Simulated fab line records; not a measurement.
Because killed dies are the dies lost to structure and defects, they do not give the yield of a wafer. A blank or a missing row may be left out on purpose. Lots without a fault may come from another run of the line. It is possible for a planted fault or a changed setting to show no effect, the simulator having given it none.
fab line records || flow n5_finfet
record {"lots": 4, "wafers": 12, "last_day": 18}
route steps=1938 shown BEOL_M9@1464 BEOL_M10@1470
lots that met no fault: from a run of the same line without faults
start_h: hours from the record's first day to the start of the lot's first wafer shown || wait_h: hours from the lot's prior step to this one || " repeats the value in the row above || L1.1+2: one row covering several wafers at once || - either no value or no given start || * or withheld: withheld || < > ~ a bound
route shown NAME@n: names a module that has steps shown in the file, with the first one's number in the route || usual: mean/standard deviation of fault-free wafers || same: alike in all rows || chamber/n: place in a boat || sites: readings site by site || _std_site: the values' standard deviation || _edge_site: inner sites' mean taken away from outer sites' mean || radius_mm: for every site, how far away it sits from the centre of the wafer || mask NAME#n: copy n || behind: the most recent tool/chamber to have shaped the wafer || hold: cause of the lot's hold/its duration in hours/its outcome || device: the transistor (n, p or np) that didn't switch || end of line: the same wafers' tests at the end of the route || where a step has no rows: the recipe by itself || killed: at the first sort, the dies lost to defects and structure; wafer yield is something else || map: shows each die of a wafer: x if killed, . if not, _ if none is there
set.NAME: setting as actually run; set.NAME@STEP: the setting as run at that earlier step || model.NAME: the simulator's own value behind a step, which no gauge read
certain route steps with their lots: each step a table, each wafer a row
services: a tool's chamber out of use, with start hour (start_h, from the record's first day; less than 0 if before it), hours out, and reason
## steps
# step N5_BEOL_M9_CMP_52
# recipe {"stop_on": "SiCOH_lowk", "t_overpolish_s": 7, "down_force_psi": 1, "platen_rpm": 50, "clearing_platen_down_force_psi": 1.5, "clearing_platen_rpm": 50, "post_cmp_clean": "cu_alkaline", "target_thk_nm": 140, "clearing_platen_pad_velocity_m_s": 0.99484, "pad_velocity_m_s": 0.99484}
# step N5_BEOL_M9_PRE_CLEAN_55
# recipe {"gas": "NH3", "time_s": 15, "temp_c": "withheld", "rf_power_w": 300}
# step N5_BEOL_M9_DEP_56
# recipe {"material": "SiCN", "target_thk_a": 150, "temp_c": "withheld", "precursor": "3MS/NH3", "pressure_torr": 3, "rf_w": 202, "time_s": 26.5}
# step N5_BEOL_M10_ILD_DEP_00
# recipe {"material": "SiCOH_lowk", "target_thk_a": 3085.1, "temp_c": 300, "precursor": "DEMS/porogen", "pressure_torr": 5, "rf_w": 500, "time_s": 58}
# step N5_BEOL_M10_CURE_71
# recipe {"temp_c": 385, "time_s": 240, "ambient": "He/Ar", "material": "SiCOH_lowk"}
# step N5_BEOL_M10_PECVD_70
# recipe {"material": "SiO2", "target_thk_a": 200, "temp_c": 400, "precursor": "TEOS/O2", "pressure_torr": 5.5, "rf_w": 450, "teos_flow_sccm": 53.8, "gas": "O2", "flow_sccm": 3000, "time_s": 22.7}
# step N5_BEOL_M10_HM_DEP_02
# recipe {"material": "TiN", "target_thk_a": 200, "temp_c": 25, "chamber_pressure_pa": 0.49996}
# step N5_BEOL_M10_COAT_59
# recipe {"resist": "SOC", "temp_c": 250, "time_s": 60, "spin_rpm": 1500, "resist_thk_nm": 100}
# step N5_BEOL_M10_COAT_60
# recipe {"resist": "SiARC", "temp_c": 220, "time_s": 60, "spin_rpm": 1500, "resist_thk_nm": 30}
# usual {"spin_speed_rpm": "1499.9/0.9"}
{"lot.wafer": "L548.1", "tool": "litho_track-02", "chamber": 0, "start_h": 308.42, "wait_h": "-", "spin_speed_rpm": 1500.2, "model.SiARC_of_BEOL_M10_COAT_60.thk_nm": 30}
{"lot.wafer": "L548.2", "tool": "litho_track-02", "chamber": 0, "start_h": 308.42, "wait_h": "-", "spin_speed_rpm": 1498.8, "model.SiARC_of_BEOL_M10_COAT_60.thk_nm": 30}
{"lot.wafer": "L548.4", "tool": "litho_track-02", "chamber": 0, "start_h": 308.42, "wait_h": "-", "spin_speed_rpm": 1499.5, "model.SiARC_of_BEOL_M10_COAT_60.thk_nm": 30}
{"lot.wafer": "L551.2", "tool": "litho_track-02", "chamber": 0, "start_h": 312.32, "wait_h": "-", "spin_speed_rpm": 1196.1, "model.SiARC_of_BEOL_M10_COAT_60.thk_nm": 33.6}
{"lot.wafer": "L551.3", "tool": "litho_track-02", "chamber": 0, "start_h": 312.32, "wait_h": "-", "spin_speed_rpm": 1196.6, "model.SiARC_of_BEOL_M10_COAT_60.thk_nm": 33.8}
{"lot.wafer": "L551.5", "tool": "litho_track-02", "chamber": 0, "start_h": 312.32, "wait_h": "-", "spin_speed_rpm": 1196.9, "model.SiARC_of_BEOL_M10_COAT_60.thk_nm": 33.6}
{"lot.wafer": "L552.3", "tool": "litho_track-02", "chamber": 0, "start_h": 314.74, "wait_h": "-", "spin_speed_rpm": 1197.7, "model.SiARC_of_BEOL_M10_COAT_60.thk_nm": 33.6}
{"lot.wafer": "L552.5", "tool": "litho_track-02", "chamber": 0, "start_h": 314.74, "wait_h": "-", "spin_speed_rpm": 1195.4, "model.SiARC_of_BEOL_M10_COAT_60.thk_nm": 33.6}
{"lot.wafer": "L552.6", "tool": "litho_track-02", "chamber": 0, "start_h": 314.74, "wait_h": "-", "spin_speed_rpm": 1196.0, "model.SiARC_of_BEOL_M10_COAT_60.thk_nm": 33.6}
{"lot.wafer": "L559.2", "tool": "litho_track-01", "chamber": 0, "start_h": 385.86, "wait_h": "-", "spin_speed_rpm": 1499.0, "model.SiARC_of_BEOL_M10_COAT_60.thk_nm": 29.8}
{"lot.wafer": "L559.3", "tool": "litho_track-01", "chamber": 0, "start_h": 385.86, "wait_h": "-", "spin_speed_rpm": 1498.6, "model.SiARC_of_BEOL_M10_COAT_60.thk_nm": 29.8}
{"lot.wafer": "L559.5", "tool": "litho_track-01", "chamber": 0, "start_h": 385.86, "wait_h": "-", "spin_speed_rpm": 1499.2, "model.SiARC_of_BEOL_M10_COAT_60.thk_nm": 30}
# step N5_BEOL_M10_COAT_05
# recipe {"resist": "CAR-ArF", "spin_rpm": 1500, "resist_thk_nm": 90}
# step N5_BEOL_M10_EBR_07
# recipe {"solvent": "PGMEA", "ebr_width_mm": 1.5}
# step N5_BEOL_M10_SOFTBAKE_06
# recipe {"temp_c": 110, "time_s": 60, "resist": "CAR-ArF"}
# step N5_BEOL_M10_EXPOSE_08
# recipe {"mask_id": "M10", "na": 1.35, "source_shape": "dipole", "sigma_inner": 0.411, "sigma_outer": 0.611, "polarization": "te", "dose_mj": 53.75}
# step N5_BEOL_M10_PEB_09
# recipe {"peb_temp_c": "withheld", "peb_time_s": 60, "resist": "CAR-ArF"}
# step N5_BEOL_M10_DEVELOP_10
# recipe {"develop_time_s": 30, "developer": "TMAH", "resist": "CAR-ArF", "rinse_liquid": "diw", "dry": "air_spin", "dev_temp_c": 23}
# step N5_BEOL_M10_DESCUM_16
# recipe {"chemistry": "O2", "time_s": 7.9, "source_power_w": 50, "bias_power_w": 20, "pressure_mtorr": 20, "rf_frequency_hz": 2.712e+07, "temp_c": 40, "resist": "CAR-ArF", "o2_flow_sccm": 225}
# step N5_BEOL_M10_ETCH_61
# recipe {"chemistry": "CF4", "target": "SiARC", "target_depth_a": 390, "mask_material": "CAR-ArF", "time_s": 65, "ion_energy_ev": 80, "pressure_mtorr": 40, "source_w": 545, "bias_w": 36, "Ar_flow_sccm": 100, "cf4_flow_sccm": 100, "ends": "cleared"}
# usual {"drypump_motor_current_A": "5.8/0.39", "etch_rf_on_time_s": "64.8/0.78", "oes_product_au": "0.65/0.059", "rf_vpp_V": "184.4/1", "showerhead_plenum_p_Torr": "2.16/0.05", "throttle_valve_pct": "15.68/0.18"}
{"lot.wafer": "L548.1", "tool": "rie_diel-04", "chamber": 3, "start_h": 308.93, "wait_h": 0.0, "drypump_motor_current_A": 6.5, "etch_rf_on_time_s": 64.5, "oes_product_au": 0.63, "rf_hours_counter_h": 215, "rf_vpp_V": 183.3, "showerhead_plenum_p_Torr": 2.20, "throttle_valve_pct": 15.53, "model.etch.depth_nm": 30.03, "model.CAR-ArF_of_BEOL_M10_COAT_05.thk_nm": 55}
{"lot.wafer": "L548.2", "tool": "rie_diel-04", "chamber": 2, "start_h": 308.93, "wait_h": 0.0, "drypump_motor_current_A": 5.4, "etch_rf_on_time_s": 65.0, "oes_product_au": 0.58, "rf_hours_counter_h": 246, "rf_vpp_V": 184.1, "showerhead_plenum_p_Torr": 2.19, "throttle_valve_pct": 16.16, "model.etch.depth_nm": 29.93, "model.CAR-ArF_of_BEOL_M10_COAT_05.thk_nm": 55.2}
{"lot.wafer": "L548.4", "tool": "rie_diel-04", "chamber": 1, "start_h": 308.93, "wait_h": 0.0, "drypump_motor_current_A": 5.3, "etch_rf_on_time_s": 65.3, "oes_product_au": 0.65, "rf_hours_counter_h": 136, "rf_vpp_V": 184.3, "showerhead_plenum_p_Torr": 2.14, "throttle_valve_pct": 15.40, "model.etch.depth_nm": 30.09, "model.CAR-ArF_of_BEOL_M10_COAT_05.thk_nm": 55}
{"lot.wafer": "L551.2", "tool": "rie_diel-04", "chamber": 0, "start_h": 313.79, "wait_h": 0.0, "drypump_motor_current_A": 6.4, "etch_rf_on_time_s": 71.8, "oes_product_au": 0.73, "rf_hours_counter_h": 58, "rf_vpp_V": 185.1, "showerhead_plenum_p_Torr": 2.26, "throttle_valve_pct": 15.53, "model.etch.depth_nm": 33.64, "model.CAR-ArF_of_BEOL_M10_COAT_05.thk_nm": 52}
{"lot.wafer": "L551.3", "tool": "rie_diel-04", "chamber": 3, "start_h": 313.79, "wait_h": 0.0, "drypump_motor_current_A": 6.5, "etch_rf_on_time_s": 74.0, "oes_product_au": 0.62, "rf_hours_counter_h": 217, "rf_vpp_V": 184.5, "showerhead_plenum_p_Torr": 2.20, "throttle_valve_pct": 15.54, "model.etch.depth_nm": 33.72, "model.CAR-ArF_of_BEOL_M10_COAT_05.thk_nm": 52}
{"lot.wafer": "L551.5", "tool": "rie_diel-04", "chamber": 1, "start_h": 313.79, "wait_h": 0.0, "drypump_motor_current_A": 5.3, "etch_rf_on_time_s": 73.7, "oes_product_au": 0.65, "rf_hours_counter_h": "-", "rf_vpp_V": 183.9, "showerhead_plenum_p_Torr": 2.14, "throttle_valve_pct": 15.40, "model.etch.depth_nm": 33.66, "model.CAR-ArF_of_BEOL_M10_COAT_05.thk_nm": 52.2}
{"lot.wafer": "L552.3", "tool": "rie_diel-01", "chamber": 3, "start_h": 315.12, "wait_h": 0.0, "drypump_motor_current_A": 5.6, "etch_rf_on_time_s": 73.3, "oes_product_au": 0.62, "rf_hours_counter_h": 179, "rf_vpp_V": 185.1, "showerhead_plenum_p_Torr": 2.14, "throttle_valve_pct": 15.81, "model.etch.depth_nm": 33.57, "model.CAR-ArF_of_BEOL_M10_COAT_05.thk_nm": 52.4}
{"lot.wafer": "L552.5", "tool": "rie_diel-01", "chamber": 2, "start_h": 315.12, "wait_h": 0.0, "drypump_motor_current_A": 6.2, "etch_rf_on_time_s": 72.8, "oes_product_au": 0.68, "rf_hours_counter_h": "-", "rf_vpp_V": 181.5, "showerhead_plenum_p_Torr": 2.08, "throttle_valve_pct": 15.78, "model.etch.depth_nm": 33.64, "model.CAR-ArF_of_BEOL_M10_COAT_05.thk_nm": 52.4}
{"lot.wafer": "L552.6", "tool": "rie_diel-01", "chamber": 3, "start_h": 315.12, "wait_h": 0.0, "drypump_motor_current_A": 5.6, "etch_rf_on_time_s": 73.9, "oes_product_au": 0.62, "rf_hours_counter_h": "-", "rf_vpp_V": 184.1, "showerhead_plenum_p_Torr": 2.14, "throttle_valve_pct": 15.82, "model.etch.depth_nm": 33.6, "model.CAR-ArF_of_BEOL_M10_COAT_05.thk_nm": 52.6}
{"lot.wafer": "L559.2", "tool": "rie_diel-06", "chamber": 3, "start_h": 386.71, "wait_h": 0.0, "drypump_motor_current_A": 5.9, "etch_rf_on_time_s": 64.0, "oes_product_au": 0.60, "rf_hours_counter_h": 211, "rf_vpp_V": 184.4, "showerhead_plenum_p_Torr": 2.12, "throttle_valve_pct": 15.68, "model.etch.depth_nm": 29.85, "model.CAR-ArF_of_BEOL_M10_COAT_05.thk_nm": 55}
{"lot.wafer": "L559.3", "tool": "rie_diel-06", "chamber": 1, "start_h": 386.71, "wait_h": 0.0, "drypump_motor_current_A": 5.7, "etch_rf_on_time_s": 64.4, "oes_product_au": 0.66, "rf_hours_counter_h": 130, "rf_vpp_V": 184.2, "showerhead_plenum_p_Torr": 2.15, "throttle_valve_pct": 15.74, "model.etch.depth_nm": 29.77, "model.CAR-ArF_of_BEOL_M10_COAT_05.thk_nm": 55.6}
{"lot.wafer": "L559.5", "tool": "rie_diel-06", "chamber": 1, "start_h": 386.71, "wait_h": 0.0, "drypump_motor_current_A": 5.7, "etch_rf_on_time_s": 65.0, "oes_product_au": 0.66, "rf_hours_counter_h": "-", "rf_vpp_V": 184.4, "showerhead_plenum_p_Torr": 2.15, "throttle_valve_pct": 15.77, "model.etch.depth_nm": 29.91, "model.CAR-ArF_of_BEOL_M10_COAT_05.thk_nm": 55.4}
# step N5_BEOL_M10_ETCH_62
# recipe {"chemistry": "N2/H2", "target": "SOC", "target_depth_a": 1100, "overetch_a": 220, "mask_material": "SiARC", "temp_c": 40, "time_s": 165, "ion_energy_ev": 200, "pressure_mtorr": 30, "source_w": 840, "bias_w": 150, "n2_flow_sccm": 200, "h2_flow_sccm": 200}
# usual {"drypump_motor_current_A": "5.8/0.4", "oes_product_au": "0.65/0.056", "rf_vpp_V": "524.5/2", "showerhead_plenum_p_Torr": "2.57/0.066", "throttle_valve_pct": "17.89/0.22"}
{"lot.wafer": "L548.1", "tool": "rie_diel-04", "chamber": 3, "start_h": 308.98, "wait_h": 0.0, "drypump_motor_current_A": 6.5, "oes_product_au": 0.61, "rf_hours_counter_h": 215, "rf_vpp_V": 525.8, "showerhead_plenum_p_Torr": 2.62, "throttle_valve_pct": 17.63, "model.SiARC_of_BEOL_M10_COAT_60.thk_nm": 23.6}
{"lot.wafer": "L548.2", "tool": "rie_diel-04", "chamber": 2, "start_h": 308.98, "wait_h": 0.0, "drypump_motor_current_A": 5.4, "oes_product_au": 0.58, "rf_hours_counter_h": 246, "rf_vpp_V": 525.8, "showerhead_plenum_p_Torr": 2.61, "throttle_valve_pct": 18.46, "model.SiARC_of_BEOL_M10_COAT_60.thk_nm": 23.4}
{"lot.wafer": "L548.4", "tool": "rie_diel-04", "chamber": 1, "start_h": 308.98, "wait_h": 0.0, "drypump_motor_current_A": 5.3, "oes_product_au": 0.65, "rf_hours_counter_h": 136, "rf_vpp_V": 524.0, "showerhead_plenum_p_Torr": 2.54, "throttle_valve_pct": 17.52, "model.SiARC_of_BEOL_M10_COAT_60.thk_nm": 23.8}
{"lot.wafer": "L551.2", "tool": "rie_diel-04", "chamber": 0, "start_h": 313.84, "wait_h": 0.0, "drypump_motor_current_A": 6.4, "oes_product_au": 0.72, "rf_hours_counter_h": 58, "rf_vpp_V": 528.6, "showerhead_plenum_p_Torr": 2.70, "throttle_valve_pct": 17.77, "model.SiARC_of_BEOL_M10_COAT_60.thk_nm": 27.2}
{"lot.wafer": "L551.3", "tool": "rie_diel-04", "chamber": 3, "start_h": 313.84, "wait_h": 0.0, "drypump_motor_current_A": 6.5, "oes_product_au": 0.61, "rf_hours_counter_h": 217, "rf_vpp_V": 525.1, "showerhead_plenum_p_Torr": 2.62, "throttle_valve_pct": 17.64, "model.SiARC_of_BEOL_M10_COAT_60.thk_nm": 27.2}
{"lot.wafer": "L551.5", "tool": "rie_diel-04", "chamber": 1, "start_h": 313.84, "wait_h": 0.0, "drypump_motor_current_A": 5.3, "oes_product_au": 0.64, "rf_hours_counter_h": "-", "rf_vpp_V": 525.6, "showerhead_plenum_p_Torr": 2.54, "throttle_valve_pct": 17.52, "model.SiARC_of_BEOL_M10_COAT_60.thk_nm": 27.4}
{"lot.wafer": "L552.3", "tool": "rie_diel-01", "chamber": 3, "start_h": 315.17, "wait_h": 0.0, "drypump_motor_current_A": 5.6, "oes_product_au": 0.63, "rf_hours_counter_h": 179, "rf_vpp_V": 523.1, "showerhead_plenum_p_Torr": 2.53, "throttle_valve_pct": 18.01, "model.SiARC_of_BEOL_M10_COAT_60.thk_nm": 27}
{"lot.wafer": "L552.5", "tool": "rie_diel-01", "chamber": 2, "start_h": 315.17, "wait_h": 0.0, "drypump_motor_current_A": 6.3, "oes_product_au": 0.67, "rf_hours_counter_h": "-", "rf_vpp_V": 519.8, "showerhead_plenum_p_Torr": 2.46, "throttle_valve_pct": 17.94, "model.SiARC_of_BEOL_M10_COAT_60.thk_nm": 27.2}
{"lot.wafer": "L552.6", "tool": "rie_diel-01", "chamber": 3, "start_h": 315.17, "wait_h": 0.0, "drypump_motor_current_A": 5.6, "oes_product_au": 0.63, "rf_hours_counter_h": "-", "rf_vpp_V": 522.3, "showerhead_plenum_p_Torr": 2.53, "throttle_valve_pct": 18.02, "model.SiARC_of_BEOL_M10_COAT_60.thk_nm": 27}
{"lot.wafer": "L559.2", "tool": "rie_diel-06", "chamber": 3, "start_h": 386.76, "wait_h": 0.0, "drypump_motor_current_A": 5.9, "oes_product_au": 0.59, "rf_hours_counter_h": 211, "rf_vpp_V": 523.3, "showerhead_plenum_p_Torr": 2.51, "throttle_valve_pct": 17.89, "model.SiARC_of_BEOL_M10_COAT_60.thk_nm": 23.4}
{"lot.wafer": "L559.3", "tool": "rie_diel-06", "chamber": 1, "start_h": 386.76, "wait_h": 0.0, "drypump_motor_current_A": 5.7, "oes_product_au": 0.66, "rf_hours_counter_h": 130, "rf_vpp_V": 522.6, "showerhead_plenum_p_Torr": 2.55, "throttle_valve_pct": 17.94, "model.SiARC_of_BEOL_M10_COAT_60.thk_nm": 23.2}
{"lot.wafer": "L559.5", "tool": "rie_diel-06", "chamber": 1, "start_h": 386.76, "wait_h": 0.0, "drypump_motor_current_A": 5.7, "oes_product_au": 0.65, "rf_hours_counter_h": "-", "rf_vpp_V": 524.0, "showerhead_plenum_p_Torr": 2.55, "throttle_valve_pct": 17.93, "model.SiARC_of_BEOL_M10_COAT_60.thk_nm": 23.4}
# step N5_BEOL_M10_STRIP_68
# recipe {"chemistry": "N2/H2", "temp_c": 40, "n2_flow_sccm": 200, "h2_flow_sccm": 200, "rf_frequency_hz": 6e+07}
## services
{"tool": "rie_diel-06", "chamber": 1, "start_h": 301.28, "hours": 8.3, "kind": "repair"}
{"tool": "rie_diel-06", "chamber": "-", "start_h": 310.71, "hours": 2.8, "kind": "pm"}
{"tool": "rie_diel-01", "chamber": 0, "start_h": 311.39, "hours": 14.6, "kind": "repair"}
{"tool": "rie_diel-04", "chamber": 2, "start_h": 317.65, "hours": "-", "kind": "clean"}
{"tool": "rie_diel-04", "chamber": 2, "start_h": 317.65, "hours": "-", "kind": "consumable_replace:focus_ring"}
{"tool": "rie_diel-04", "chamber": 2, "start_h": 317.65, "hours": 19.5, "kind": "scheduled_down"}
{"tool": "rie_diel-04", "chamber": 2, "start_h": 317.65, "hours": 19.5, "kind": "vent_cycle"}
{"tool": "rie_diel-01", "chamber": 1, "start_h": 323.83, "hours": 2.3, "kind": "repair"}
{"tool": "rie_diel-04", "chamber": 0, "start_h": 328.48, "hours": 9.2, "kind": "repair"}
{"tool": "rie_diel-01", "chamber": 1, "start_h": 337.50, "hours": 9.0, "kind": "repair"}
{"tool": "rie_diel-01", "chamber": 3, "start_h": 376.33, "hours": 6.9, "kind": "repair"}
{"tool": "rie_diel-06", "chamber": 0, "start_h": 377.94, "hours": 8.3, "kind": "repair"}
{"tool": "rie_diel-06", "chamber": 0, "start_h": 386.49, "hours": "-", "kind": "clean"}
{"tool": "rie_diel-06", "chamber": 0, "start_h": 386.49, "hours": "-", "kind": "consumable_replace:esc"}
{"tool": "rie_diel-06", "chamber": 0, "start_h": 386.49, "hours": "-", "kind": "consumable_replace:focus_ring"}
{"tool": "rie_diel-06", "chamber": 0, "start_h": 386.49, "hours": 24.7, "kind": "scheduled_down"}
{"tool": "rie_diel-06", "chamber": 0, "start_h": 386.49, "hours": 24.7, "kind": "vent_cycle"}
## key
first_sign {"step": "N5_BEOL_M10_COAT_60", "reading": "spin_speed_rpm", "direction": "down", "sigmas": "99+", "usual": "*", "struck": "*"}
effect {"step": "N5_BEOL_M10_ETCH_61", "reading": "etch_rf_on_time_s", "direction": "up", "sigmas": 11, "usual": "*", "struck": "*"}
model_effect {"step": "N5_BEOL_M10_COAT_60", "value": "SiARC_of_BEOL_M10_COAT_60.thk_nm", "without": 30.03, "struck": 33.63}
model_effect {"step": "N5_BEOL_M10_ETCH_61", "value": "etch.depth_nm", "without": 30.03, "struck": 33.64}
model_effect {"step": "N5_BEOL_M10_ETCH_62", "value": "SiARC_of_BEOL_M10_COAT_60.thk_nm", "without": 23.53, "struck": 27.17}
met_at N5_BEOL_M10_COAT_60
struck_wafers L551.2,L551.3,L551.5,L552.3,L552.5,L552.6
onset_between 308.42 312.32
fault {"kind": "process_parameter_drift", "tool": "litho_track-02", "chamber": "-", "onset_h": 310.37, "steps": "N5_BEOL_M10_COAT_60", "channel": "spin_rpm", "offset": "*", "shape": "step", "end_h": 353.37, "acts_in": "*", "stated": "*"}
